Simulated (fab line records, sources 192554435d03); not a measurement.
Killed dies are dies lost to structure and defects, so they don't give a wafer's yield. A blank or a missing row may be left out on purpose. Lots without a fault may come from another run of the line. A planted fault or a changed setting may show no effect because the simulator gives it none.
fab line records | flow n5_finfet
record lots=6 wafers=17 last_day=18
route steps=1938 shown BEOL_M1@781 BEOL_M4@1111 PASSIVATION@1936
lots that met no fault: from a run of the same line without faults
start_h: hours from the record's first day to the start of the lot's first wafer shown | wait_h: hours since the lot's step before | " the same as in the row above | L1.1+2: a row that stands for several wafers | - no value, or no start given | * or withheld: withheld | < > ~ a bound
route shown NAME@n: a module of which the file shows steps, and the number in the route of the first | usual: mean/standard deviation of fault-free wafers | same: alike in all rows | chamber/n: place in a boat | sites: the reading at each site | _std_site: their standard deviation | _edge_site: outer sites' mean less inner sites' | radius_mm: how far each site lies from the wafer's centre | mask NAME#n: copy n | behind: the tool/chamber that last shaped the wafer | hold: why the lot was held/for how many hours/how that ended | device: the transistor (n, p or np) that didn't switch | end of line: the same wafers' tests at the end of the route | a step without rows: its recipe alone | killed: dies lost to structure and defects at the first sort, not the wafer's yield | map: a wafer's dies, x killed, . not, _ none there
set.NAME: the setting as run; set.NAME@STEP: as run at that earlier step | model.NAME: the simulator's own value behind a step, which no gauge read
lots at some steps of the route; a table a step, a row a wafer
services: from which hour (start_h, from the record's first day; less than 0 if before it) a tool's chamber was out of use, for how many hours, and why
## steps
# step N5_BEOL_M1_EBR_24
# recipe solvent=PGMEA ebr_width_mm=1.5
# step N5_BEOL_M1_SOFTBAKE_23
# recipe temp_c=110 time_s=60 resist=CAR-EUV
# step N5_BEOL_M1_EXPOSE_25
# recipe mask_id=V0 na=0.33 source_shape=quasar sigma_inner=0.2 sigma_outer=0.8 polarization=unpolarized defocus_nm=5 target_cd_nm=24 dose_mj=63
# step N5_BEOL_M1_PEB_26
# recipe peb_temp_c=100 peb_time_s=60 resist=CAR-EUV
# step N5_BEOL_M1_DEVELOP_27
# recipe develop_time_s=30 developer=TMAH resist=CAR-EUV rinse_liquid=surfactant_rinse dry=air_spin dev_temp_c=23
# step N5_BEOL_M1_CD_MEAS_28
# recipe landing_energy_ev=500 detector=se_inlens target_cd_y_nm=23.3
# usual cd_nm=23.94/0.26
# columns lot.wafer tool chamber start_h wait_h cd_nm
L939.2 cd_sem-02 0 138.35 - 23.81
L939.4 " 0 " " 23.89
L939.6 " 0 " " 23.88
L945.2 cd_sem-02 0 181.52 - 24.34
L945.4 " 0 " " 23.87
L948.2 cd_sem-02 0 196.97 - 24.51
L948.4 " 0 " " 24.39
L948.6 " 0 " " 23.89
L952.1 cd_sem-01 0 220.11 - 24.01
L952.5 " 0 " " 24.26
L952.6 " 0 " " 24.19
L957.1 cd_sem-01 0 248.95 - 23.97
L957.4 " 0 " " 24.03
L957.6 " 0 " " 23.92
L958.2 cd_sem-03 0 263.35 - 23.59
L958.4 " 0 " " 24.29
L958.6 " 0 " " 24.17
# step N5_BEOL_M1_OVL_MEAS_29
# recipe points_per_wafer=522
# usual V0_OVL=0.3/0.56
# columns lot.wafer tool chamber start_h wait_h V0_OVL[nm]
L939.2 overlay-01 0 138.38 0.0 0.0
L939.4 " 0 " " -0.6
L939.6 " 0 " " -0.9
L945.2 overlay-02 0 181.56 0.0 1.1
L945.4 " 0 " " 1.5
L948.2 overlay-02 0 197.01 0.0 0.4
L948.4 " 0 " " 0.8
L948.6 " 0 " " 0.6
L952.1 overlay-02 0 220.14 0.0 -0.1
L952.5 " 0 " " 0.4
L952.6 " 0 " " 0.6
L957.1 overlay-02 0 248.99 0.0 0.0
L957.4 " 0 " " -0.4
L957.6 " 0 " " -0.8
L958.2 overlay-01 0 263.38 0.0 -0.8
L958.4 " 0 " " -1.1
L958.6 " 0 " " 0.1
# step N5_BEOL_M1_INSPECT_30
# recipe mode=adi inspect_instrument=brightfield
# usual raw_defect_count=446/120
# columns lot.wafer tool chamber start_h wait_h raw_defect_count
L939.2 defect_inspect-02 - 138.44 0.0 394
L939.4 " - " " 448
L939.6 " - " " 563
L945.2 defect_inspect-01 - 181.61 0.0 445
L945.4 " - " " 509
L948.2 defect_inspect-02 - 197.06 0.0 542
L948.4 " - " " 698
L948.6 " - " " 722
L952.1 defect_inspect-02 - 220.19 0.1 257
L952.5 " - " " 444
L952.6 " - " " 311
L957.1 defect_inspect-02 - 249.04 0.1 271
L957.4 " - " " 371
L957.6 " - " " 292
L958.2 defect_inspect-02 - 263.43 0.0 689
L958.4 " - " " 471
L958.6 " - " " 400
# step N5_BEOL_M1_DESCUM_33
# recipe chemistry=O2 time_s=7 source_power_w=50 bias_power_w=20 pressure_mtorr=20 rf_frequency_hz=2.712e+07 temp_c=40 resist=CAR-EUV o2_flow_sccm=225
# usual drypump_motor_current_A=5.7/0.37 oes_product_au=0.78/0.051 rf_vpp_V=243.3/1.7 showerhead_plenum_p_Torr=2.09/0.082 throttle_valve_pct=20.32/0.2
# same time_s=7
# columns lot.wafer tool chamber start_h wait_h drypump_motor_current_A oes_product_au rf_hours_counter_h rf_vpp_V showerhead_plenum_p_Torr throttle_valve_pct
L939.2 rie_diel-03 3 138.47 0.0 5.1 0.85 76 246.1 2.20 20.34
L939.4 " 0 " " 5.5 0.77 150 243.5 2.10 20.28
L939.6 " 2 " " 6.2 0.77 - 242.9 2.00 20.02
L945.2 rie_diel-06 0 181.64 0.0 5.9 0.75 163 243.7 2.17 20.18
L945.4 " 1 " " 5.5 0.79 120 240.7 1.93 20.47
L948.2 rie_diel-06 3 197.33 0.3 5.7 0.75 162 244.8 2.16 20.28
L948.4 " 1 " " 5.5 0.80 124 240.5 1.93 20.48
L948.6 " 3 " " 5.7 0.75 - 243.3 2.16 20.29
L952.1 rie_diel-05 0 220.23 0.0 5.6 0.70 217 242.5 2.08 20.63
L952.5 " 0 " " 5.6 0.69 - 241.9 2.08 20.65
L952.6 " 3 " " 6.1 0.75 - 244.5 2.11 20.45
L957.1 rie_diel-03 2 249.12 0.1 6.1 0.72 187 241.6 1.99 20.09
L957.4 " 0 " " 5.5 0.74 187 244.0 2.09 20.33
L957.6 " 1 " " 5.4 0.85 - 242.6 2.03 20.14
L958.2 rie_diel-06 2 263.67 0.2 6.0 0.76 133 242.8 2.12 20.76
L958.4 " 3 " " 5.7 0.73 180 244.8 2.15 20.31
L958.6 " 1 " " 5.5 0.78 - 241.3 1.93 20.52
# step N5_BEOL_M1_ETCH_77
# recipe chemistry=N2/H2 target=underlayer target_depth_a=65 mask_material=CAR-EUV time_s=5.2 ion_energy_ev=200 pressure_mtorr=30 source_w=840 bias_w=150 n2_flow_sccm=200 h2_flow_sccm=200 ends=cleared
# usual drypump_motor_current_A=5.7/0.38 etch_rf_on_time_s=5.17/0.14 oes_product_au=0.67/0.044 rf_vpp_V=524.0/2.9 showerhead_plenum_p_Torr=2.54/0.1 throttle_valve_pct=17.77/0.23
# columns lot.wafer tool chamber start_h wait_h drypump_motor_current_A etch_rf_on_time_s oes_product_au rf_hours_counter_h rf_vpp_V showerhead_plenum_p_Torr throttle_valve_pct
L939.2 rie_diel-03 3 138.50 0.0 5.1 5.34 0.71 76 526.7 2.68 17.84
L939.4 " 0 " " 5.5 5.07 0.66 150 522.4 2.55 17.69
L939.6 " 2 " " 6.1 5.10 0.65 - 520.9 2.44 17.49
L945.2 rie_diel-06 0 181.68 0.0 5.9 5.19 0.65 163 527.2 2.66 17.66
L945.4 " 1 " " 5.6 5.10 0.68 120 520.4 2.36 18.09
L948.2 rie_diel-06 3 197.36 0.0 5.7 5.29 0.64 162 526.5 2.63 17.76
L948.4 " 1 " " 5.6 5.04 0.68 124 518.2 2.36 18.12
L948.6 " 3 " " 5.7 5.29 0.64 - 526.7 2.63 17.78
L952.1 rie_diel-05 0 220.26 0.0 5.6 5.44 0.59 217 523.0 2.51 18.01
L952.5 " 0 " " 5.6 5.49 0.60 - 523.7 2.51 18.02
L952.6 " 3 " " 6.1 5.30 0.65 - 525.4 2.55 17.95
L957.1 rie_diel-03 2 249.15 0.0 6.1 5.12 0.63 187 522.6 2.43 17.54
L957.4 " 0 " " 5.5 5.09 0.64 187 523.1 2.53 17.76
L957.6 " 1 " " 5.4 4.99 0.76 - 522.6 2.45 17.44
L958.2 rie_diel-06 2 263.70 0.0 6.0 5.26 0.65 133 524.6 2.56 18.19
L958.4 " 3 " " 5.7 5.31 0.62 180 526.9 2.62 17.79
L958.6 " 1 " " 5.6 5.04 0.67 - 519.5 2.35 18.14
# step N5_BEOL_M1_ETCH_69
# recipe chemistry=CF4 target=SiARC target_depth_a=156 mask_material=CAR-EUV time_s=26 ion_energy_ev=80 pressure_mtorr=40 source_w=545 bias_w=36 Ar_flow_sccm=100 cf4_flow_sccm=100 ends=cleared
# usual drypump_motor_current_A=5.7/0.37 etch_rf_on_time_s=25.8/0.7 oes_product_au=0.67/0.043 rf_vpp_V=184.1/1.2 showerhead_plenum_p_Torr=2.14/0.083 throttle_valve_pct=15.55/0.15
# columns lot.wafer tool chamber start_h wait_h drypump_motor_current_A etch_rf_on_time_s oes_product_au rf_hours_counter_h rf_vpp_V showerhead_plenum_p_Torr throttle_valve_pct
L939.2 rie_diel-03 3 138.52 0.0 5.1 26.1 0.71 76 184.3 2.26 15.60
L939.4 " 0 " " 5.5 25.4 0.66 150 183.5 2.14 15.43
L939.6 " 2 " " 6.1 24.9 0.66 - 182.3 2.06 15.34
L945.2 rie_diel-06 0 181.69 0.0 5.9 25.4 0.65 163 184.2 2.22 15.50
L945.4 " 1 " " 5.6 25.2 0.69 120 183.1 1.99 15.72
L948.2 rie_diel-06 3 197.38 0.0 5.7 26.4 0.63 162 185.9 2.23 15.63
L948.4 " 1 " " 5.5 24.9 0.68 124 182.7 1.99 15.74
L948.6 " 3 " " 5.7 26.6 0.63 - 185.8 2.23 15.63
L952.1 rie_diel-05 0 220.28 0.0 5.6 27.0 0.60 217 184.9 2.12 15.82
L952.5 " 0 " " 5.6 27.0 0.60 - 183.0 2.12 15.81
L952.6 " 3 " " 6.1 26.6 0.64 - 184.8 2.13 15.53
L957.1 rie_diel-03 2 249.17 0.0 6.1 25.2 0.63 187 183.2 2.05 15.40
L957.4 " 0 " " 5.5 25.4 0.63 187 184.2 2.12 15.51
L957.6 " 1 " " 5.4 24.5 0.74 - 183.4 2.09 15.38
L958.2 rie_diel-06 2 263.72 0.0 6.1 26.1 0.65 133 184.5 2.15 15.81
L958.4 " 3 " " 5.7 26.8 0.62 180 185.2 2.22 15.66
L958.6 " 1 " " 5.5 25.2 0.67 - 182.6 1.98 15.77
# step N5_BEOL_M1_ALD_98
# recipe material=SiO2 target_thk_a=25 temp_c=100 ald_precursor_family=BDEAS ald_co_reactant=O2-plasma pulse_time_s=1 co_reactant_pulse_time_s=1 purge_time_s=2 co_reactant_purge_time_s=2 ald_cycles=17 pressure_torr=2
# usual heater_power_w=80/6.8 precursor_pulse_height_rel=1.000/0.021
# same ald_cycles=17
# columns lot.wafer tool chamber start_h wait_h heater_power_w precursor_pulse_height_rel
L939.2 ald_sin-02 2 138.98 0.4 87 0.973
L939.4 " 3 " " 75 1.012
L939.6 " 3 " " 75 0.989
L945.2 ald_sin-02 2 182.37 0.6 83 1.009
L945.4 " 0 " " 90 1.023
L948.2 ald_sin-04 2 197.46 0.1 88 1.007
L948.4 " 0 " " 83 0.990
L948.6 " 1 " " 77 1.005
L952.1 ald_sin-02 1 220.36 0.1 79 1.017
L952.5 " 1 " " 79 0.962
L952.6 " 0 " " 93 0.979
L957.1 ald_sin-02 3 249.25 0.1 75 1.016
L957.4 " 2 " " 85 1.000
L957.6 " 1 " " 79 1.014
L958.2 ald_sin-03 2 263.82 0.1 75 0.986
L958.4 " 0 " " 71 0.991
L958.6 " 2 " " 75 1.023
# step N5_BEOL_M1_ETCHBACK_99
# recipe chemistry=CHF3 target=SiO2 target_depth_a=50 time_s=10.4 source_w=215 bias_w=47 Ar_flow_sccm=200 CHF3_flow_sccm=12 ion_energy_ev=100 pressure_mtorr=30
# usual CHF3_flow_sccm=12.00/0.036 drypump_motor_current_A=5.7/0.44 oes_product_au=0.78/0.063 rf_vpp_V=240/5.1 showerhead_plenum_p_Torr=2.15/0.075 throttle_valve_pct=17.01/0.15
# same time_s=10.4
# columns lot.wafer tool chamber start_h wait_h CHF3_flow_sccm drypump_motor_current_A oes_product_au rf_hours_counter_h rf_vpp_V showerhead_plenum_p_Torr throttle_valve_pct model.CAR-EUV_of_BEOL_M1_COAT_22.thk_nm
L939.2 rie_diel-05 2 149.27 10.2 12.00 4.9 0.89 37 237 2.21 16.97 10.4
L939.4 " 1 " " 12.02 6.5 0.68 250 246 2.12 17.26 10.4
L939.6 " 3 " " 11.96 6.1 0.79 - 244 2.15 16.95 10.4
L945.2 rie_diel-06 1 187.08 4.7 11.99 5.5 0.96 122 242 1.98 17.08 10
L945.4 " 0 " " 11.96 5.9 0.75 165 243 2.22 16.85 10.4
L948.2 rie_diel-06 1 206.93 9.4 11.95 5.6 0.94 126 241 1.98 17.11 10.2
L948.4 " 2 " " 12.02 6.0 0.76 118 236 2.18 17.32 10.4
L948.6 " 0 " " 11.95 5.9 0.74 - 243 2.22 16.86 10.4
L952.1 rie_diel-05 3 222.13 1.7 11.96 6.1 0.76 161 244 2.14 17.00 10.2
L952.5 " 0 " " 11.91 5.6 0.69 - 236 2.12 17.20 10.2
L952.6 " 3 " " 11.98 6.1 0.76 - 245 2.14 16.98 10.4
L957.1 rie_diel-03 2 257.84 8.5 12.01 6.1 0.74 189 243 2.06 16.85 10.4
L957.4 " 0 " " 12.04 5.5 0.73 189 247 2.12 16.90 10.4
L957.6 " 2 " " 11.99 6.1 0.74 - 244 2.06 16.84 10.2
L958.2 rie_diel-03 3 266.57 2.7 11.94 5.1 0.79 116 236 2.26 17.11 10.4
L958.4 " 0 " " 12.02 5.5 0.73 192 246 2.12 16.88 10.4
L958.6 " 0 " " 12.01 5.5 0.74 - 245 2.12 16.90 10.6
# step N5_BEOL_M1_ETCH_70
# recipe chemistry=N2/H2 target=SOC target_depth_a=800 overetch_a=160 mask_material=SiARC temp_c=40 time_s=120 ion_energy_ev=200 pressure_mtorr=30 source_w=840 bias_w=150 n2_flow_sccm=200 h2_flow_sccm=200
# usual drypump_motor_current_A=5.7/0.43 oes_product_au=0.60/0.044 rf_vpp_V=524.1/2.4 showerhead_plenum_p_Torr=2.54/0.084 throttle_valve_pct=17.75/0.22
# same time_s=120
# columns lot.wafer tool chamber start_h wait_h drypump_motor_current_A oes_product_au rf_hours_counter_h rf_vpp_V showerhead_plenum_p_Torr throttle_valve_pct
L939.2 rie_diel-05 2 149.30 0.0 4.9 0.68 37 525.4 2.59 17.50
L939.4 " 1 " " 6.5 0.51 250 522.9 2.49 17.98
L939.6 " 3 " " 6.1 0.61 - 525.0 2.56 17.86
L945.2 rie_diel-06 1 187.12 0.0 5.6 0.60 122 518.8 2.36 18.06
L945.4 " 0 " " 5.9 0.58 165 526.3 2.66 17.64
L948.2 rie_diel-06 1 206.97 0.0 5.5 0.60 126 518.8 2.36 18.07
L948.4 " 2 " " 6.1 0.59 118 524.8 2.56 18.12
L948.6 " 0 " " 5.9 0.57 - 526.7 2.65 17.66
L952.1 rie_diel-05 3 222.17 0.0 6.1 0.58 161 523.6 2.55 17.90
L952.5 " 0 " " 5.6 0.54 - 523.2 2.51 17.94
L952.6 " 3 " " 6.1 0.58 - 523.4 2.55 17.91
L957.1 rie_diel-03 2 257.88 0.0 6.1 0.55 189 520.0 2.43 17.51
L957.4 " 0 " " 5.5 0.56 189 523.3 2.53 17.69
L957.6 " 2 " " 6.1 0.56 - 520.8 2.43 17.52
L958.2 rie_diel-03 3 266.61 0.0 5.1 0.62 116 527.4 2.66 17.88
L958.4 " 0 " " 5.5 0.56 192 524.2 2.53 17.71
L958.6 " 0 " " 5.5 0.56 - 525.4 2.53 17.72
# step N5_BEOL_M4_RC_MEAS_101
# usual DIBL_N=36.7/1.8 DIBL_P=37.0/2.4 IOFF_N=0.17/0.036 IOFF_P=0.22/0.042 ION_N=673/12 ION_P=462/8.5 SS_N=71.7/0.62 SS_P=73.4/0.65 VT_N=250/3.7 VT_P=-250/3.7
# columns lot.wafer tool chamber start_h wait_h DIBL_N[mV/V] DIBL_P[mV/V] IOFF_N[nA/um] IOFF_P[nA/um] ION_N[uA/um] ION_P[uA/um] SS_N[mV/dec] SS_P[mV/dec] VT_N[mV] VT_P[mV]
L939.2 prober-02 0 212.04 0.2 38.0 37.8 0.19 0.25 668 468 72.2 73.8 247 -246
L939.4 " 0 " " 37.3 37.7 0.17 0.25 691 476 72.1 73.3 248 -247
L939.6 " 0 " " 37.4 36.1 0.16 0.22 666 460 71.7 72.8 252 -249
L945.2 prober-01 0 237.86 0.2 38.3 38.7 0.21 0.30 680 474 72.5 73.0 247 -242
L945.4 " 0 " " 36.7 37.2 0.18 0.27 677 472 71.8 73.1 248 -245
L948.2 prober-01 0 262.55 0.2 37.7 39.4 0.19 0.26 681 467 71.6 73.9 248 -248
L948.4 " 0 " " 31.7 31.5 0.10 0.15 651 457 69.3 72.0 256 -250
L948.6 " 0 " " 36.8 39.1 0.18 0.26 682 473 71.7 73.3 245 -247
L952.1 prober-02 0 272.39 0.0 35.3 35.6 0.14 0.19 685 465 70.9 72.8 250 -254
L952.5 " 0 " " 33.0 33.9 0.11 0.17 665 469 70.5 72.2 255 -252
L952.6 " 0 " " 37.2 37.4 0.17 0.23 675 461 71.4 73.6 248 -247
L957.1 prober-02 0 302.34 0.0 36.5 35.1 0.15 0.22 676 466 71.7 73.6 252 -247
L957.4 " 0 " " 35.2 32.7 0.12 0.19 675 467 71.4 72.6 252 -249
L957.6 " 0 " " 39.4 37.9 0.21 0.29 675 466 72.2 73.9 247 -241
L958.2 prober-02 0 330.89 0.2 34.9 35.7 0.13 0.21 667 469 71.4 72.5 251 -250
L958.4 " 0 " " 36.9 37.2 0.17 0.22 665 455 72.2 73.6 252 -251
L958.6 " 0 " " 37.0 38.2 0.18 0.25 678 473 72.4 72.9 250 -250
# step N5_PASSIVATION_PROBE_49
# usual defect_limited_yield=91.1/1.4 killed_at_M0_to_M3=32/9.3 killed_at_M4_up=13/5.8 killed_at_contacts=12/6.3 killed_at_front_end=44/12 killed_at_other=3.6/2.7 killed_dies=104/17 killed_open=69/13 killed_short=34/6.9 sort_bin_5_function=5.2/0.98 sort_bin_6_memory=3.3/0.59 sort_n_pass=1075/17 sort_yield_pct=91.1/1.4
# same gross_dies=1180 killed_at_back_side=0 sort_bin_4_leakage[%]=0 sort_bin_8_speed[%]=0
# columns lot.wafer tool chamber start_h wait_h defect_limited_yield[%] killed_at_M0_to_M3 killed_at_M4_up killed_at_contacts killed_at_front_end killed_at_other killed_dies killed_open killed_short sort_bin_5_function[%] sort_bin_6_memory[%] sort_n_pass sort_yield_pct[%]
L948.4 prober-02 - 360.95 0.2 92.0 29 17 8 39 1 94 58 35 5.0 2.8 1086 92.0
L957.1 prober-02 - 408.54 0.0 92.1 31 5 10 45 2 93 62 29 4.9 2.6 1087 92.1
# killed by level:class
L948.4 FIN_SAQP:geometric_particle:short=14 FIN_SAQP:geometric_particle:open=10 BEOL_M4:geometric_particle:open=10 BEOL_M0_SAQP:geometric_particle:open=8 STI_FIN_REVEAL:geometric_particle:open=7 MOL_CONTACT_COAG:geometric_particle:open=6 BEOL_M2:geometric_particle:open=6 BEOL_M0_SAQP:geometric_particle:short=4
L957.1 STI_FIN_REVEAL:geometric_particle:open=13 FIN_SAQP:geometric_particle:open=12 BEOL_M0_SAQP:geometric_particle:short=9 FIN_SAQP:geometric_particle:short=8 BEOL_M0_SAQP:geometric_particle:open=8 BEOL_M2:geometric_particle:open=8 MOL_CONTACT_COAG:geometric_particle:open=7 MOL_CONTACT_COAG:geometric_particle:short=3
## services
# columns tool chamber start_h hours kind
ald_sin-02 - 122.03 1.1 repair
rie_diel-05 1 134.88 12.3 repair
rie_diel-06 1 142.70 5.8 repair
ald_sin-02 - 148.80 0.9 repair
rie_diel-05 1 150.32 - clean
rie_diel-05 1 150.32 - consumable_replace:focus_ring
rie_diel-05 1 150.32 18.0 scheduled_down
rie_diel-05 1 150.32 18.0 vent_cycle
rie_diel-06 2 160.23 3.0 repair
ald_sin-03 - 178.07 14.0 pm
ald_sin-03 0 178.07 14.0 vent_cycle
ald_sin-03 1 178.07 14.0 vent_cycle
ald_sin-03 2 178.07 14.0 vent_cycle
ald_sin-03 3 178.07 14.0 vent_cycle
rie_diel-06 - 190.75 2.8 pm
ald_sin-03 0 192.07 - clean
ald_sin-03 1 192.07 - clean
rie_diel-05 0 192.21 5.8 repair
rie_diel-05 - 195.70 0.7 repair
ald_sin-04 0 215.36 32.4 repair
rie_diel-03 2 225.59 2.0 repair
ald_sin-02 - 235.26 2.0 repair
rie_diel-05 0 241.22 3.8 repair
ald_sin-03 1 258.74 16.2 repair
## key
first_sign step=N5_BEOL_M1_ETCHBACK_99 reading=oes_product_au direction=up sigmas=2.6 usual=0.78 struck=0.95
effect none on later readings
model_effect step=N5_BEOL_M1_ETCHBACK_99 value=CAR-EUV_of_BEOL_M1_COAT_22.thk_nm without=10.5 struck=10.1
met_at N5_BEOL_M1_ETCHBACK_99
struck_wafers L945.2,L948.2
fault kind=process_parameter_drift tool=rie_diel-06 chamber=- onset_h=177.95 steps=N5_BEOL_M1_ETCHBACK_99 channel=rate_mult offset=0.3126 shape=step end_h=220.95 scope=struck_wafers_only
